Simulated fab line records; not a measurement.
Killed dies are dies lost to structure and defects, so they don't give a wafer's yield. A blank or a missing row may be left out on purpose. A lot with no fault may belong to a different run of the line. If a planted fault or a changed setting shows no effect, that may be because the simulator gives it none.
Lot-split experiment || flow n5Finfet || 7 lots, 21 wafers read, on a route of 1938 steps

## THE SPLIT ITSELF
At N5_MOL_CONTACT_COAG_EXPOSE_81 (exposes mask VG, defocus 0 nm), the setting doseMj was moved away from the recipe's 59.5 on 7 of the 21 wafers read, by -7.3% to +6.0%. All remaining wafers had this setting at the recipe value.

## FROM THE SPLIT TO THE READING: what the file shows between them, 2 steps
- N5_MOL_CONTACT_COAG_PEB_82: peb time 60 s
- N5_MOL_CONTACT_COAG_DEVELOP_83: develop time 30 s

## THE READING
Shown in nm: cdNm at N5_MOL_CONTACT_COAG_CD_MEAS_84, with target cd 25.1 nm. A value of 25.13 nm with a standard deviation of 0.24 nm is what fault-free wafers of this fab line usually give.

{"wafer": "L081.2", "tool, chamber at the split": "euvScanner-01, 0", "doseMj as run": 59.5, "against the recipe": "recipe", "cdNm, nm": 25.11, "against lot-mates on the recipe": "-"}
{"wafer": "L081.4", "tool, chamber at the split": "euvScanner-01, 0", "doseMj as run": 62.95, "against the recipe": "+5.8%", "cdNm, nm": 26.02, "against lot-mates on the recipe": "+0.95"}
{"wafer": "L081.5", "tool, chamber at the split": "euvScanner-01, 0", "doseMj as run": 59.5, "against the recipe": "recipe", "cdNm, nm": 25.04, "against lot-mates on the recipe": "-"}
{"wafer": "L082.1", "tool, chamber at the split": "euvScanner-01, 0", "doseMj as run": 59.5, "against the recipe": "recipe", "cdNm, nm": 25.51, "against lot-mates on the recipe": "-"}
{"wafer": "L082.4", "tool, chamber at the split": "euvScanner-01, 0", "doseMj as run": 59.5, "against the recipe": "recipe", "cdNm, nm": 25.51, "against lot-mates on the recipe": "-"}
{"wafer": "L082.5", "tool, chamber at the split": "euvScanner-01, 0", "doseMj as run": 57.39, "against the recipe": "-3.5%", "cdNm, nm": 24.57, "against lot-mates on the recipe": -0.94}
{"wafer": "L084.3", "tool, chamber at the split": "euvScanner-01, 0", "doseMj as run": 55.16, "against the recipe": "-7.3%", "cdNm, nm": 23.79, "against lot-mates on the recipe": -1.40}
{"wafer": "L084.5", "tool, chamber at the split": "euvScanner-01, 0", "doseMj as run": 55.16, "against the recipe": "-7.3%", "cdNm, nm": 23.20, "against lot-mates on the recipe": -1.99}
{"wafer": "L084.6", "tool, chamber at the split": "euvScanner-01, 0", "doseMj as run": 59.5, "against the recipe": "recipe", "cdNm, nm": 25.19, "against lot-mates on the recipe": "-"}
{"wafer": "L088.1", "tool, chamber at the split": "euvScanner-01, 0", "doseMj as run": 59.5, "against the recipe": "recipe", "cdNm, nm": 25.39, "against lot-mates on the recipe": "-"}
{"wafer": "L088.2", "tool, chamber at the split": "euvScanner-01, 0", "doseMj as run": 59.5, "against the recipe": "recipe", "cdNm, nm": 25.01, "against lot-mates on the recipe": "-"}
{"wafer": "L088.5", "tool, chamber at the split": "euvScanner-01, 0", "doseMj as run": 62.5, "against the recipe": "+5.0%", "cdNm, nm": 26.38, "against lot-mates on the recipe": "+1.18"}
{"wafer": "L090.1", "tool, chamber at the split": "euvScanner-02, 0", "doseMj as run": 59.5, "against the recipe": "recipe", "cdNm, nm": 25.31, "against lot-mates on the recipe": "-"}
{"wafer": "L090.2", "tool, chamber at the split": "euvScanner-02, 0", "doseMj as run": 59.5, "against the recipe": "recipe", "cdNm, nm": 25.19, "against lot-mates on the recipe": "-"}
{"wafer": "L090.6", "tool, chamber at the split": "euvScanner-02, 0", "doseMj as run": 59.5, "against the recipe": "recipe", "cdNm, nm": 24.89, "against lot-mates on the recipe": "-"}
{"wafer": "L096.1", "tool, chamber at the split": "euvScanner-01, 0", "doseMj as run": 63.06, "against the recipe": "+6.0%", "cdNm, nm": 26.04, "against lot-mates on the recipe": "+1.06"}
{"wafer": "L096.2", "tool, chamber at the split": "euvScanner-01, 0", "doseMj as run": 59.5, "against the recipe": "recipe", "cdNm, nm": 24.98, "against lot-mates on the recipe": "-"}
{"wafer": "L096.5", "tool, chamber at the split": "euvScanner-01, 0", "doseMj as run": 63.06, "against the recipe": "+6.0%", "cdNm, nm": 26.57, "against lot-mates on the recipe": "+1.59"}
{"wafer": "L097.3", "tool, chamber at the split": "euvScanner-02, 0", "doseMj as run": 59.5, "against the recipe": "recipe", "cdNm, nm": 25.80, "against lot-mates on the recipe": "-"}
{"wafer": "L097.4", "tool, chamber at the split": "euvScanner-02, 0", "doseMj as run": 59.5, "against the recipe": "recipe", "cdNm, nm": 25.31, "against lot-mates on the recipe": "-"}
{"wafer": "L097.6", "tool, chamber at the split": "euvScanner-02, 0", "doseMj as run": 59.5, "against the recipe": "recipe", "cdNm, nm": 25.53, "against lot-mates on the recipe": "-"}

FIT RESULTS
A straight line over all 21 wafers: cdNm changes by +0.204 nm for each +1% of doseMj; r = +0.93; the points scatter about the line by 0.28 nm.
The same after taking each lot's own level away (the mean of its wafers on the recipe; 21 wafers): +0.222 nm for each +1%; r = +0.97; scatter 0.2 nm.
On that fit, the largest move of doseMj shifts the reading by 1.6 nm.
Measured against the standard deviation above, the lots' own levels, which go from 24.980 to 25.547 nm, span 2.4 times it.
Consequently the slope shifts little with the lot-to-lot level, the two slopes agreeing.
Check: with one of the wafers moved furthest among these (-7.3%) left out of the fit, the line predicts -1.74 nm for it against its lot-mates. It came out at -1.4 nm against them.

## ADDITIONAL SPLITS CARRIED BY THESE WAFERS
These wafers also went through other splits before the reading. Each is held against what the fit with the lots' levels taken away leaves over:
{"other split on the same wafers": "N5_MOL_CONTACT_COAG_EXPOSE_05 doseMj", "wafers away from the commonest value": 8, "r with cdNm (lot level and that fit taken away)": "+0.19"}
{"other split on the same wafers": "N5_MOL_CONTACT_COAG_CONTACT_ETCH_14 sourceW", "wafers away from the commonest value": 10, "r with cdNm (lot level and that fit taken away)": -0.06}

## FILE'S OWN FIT
cdNm changes by +0.218 nm for each +1% of doseMj, r = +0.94.
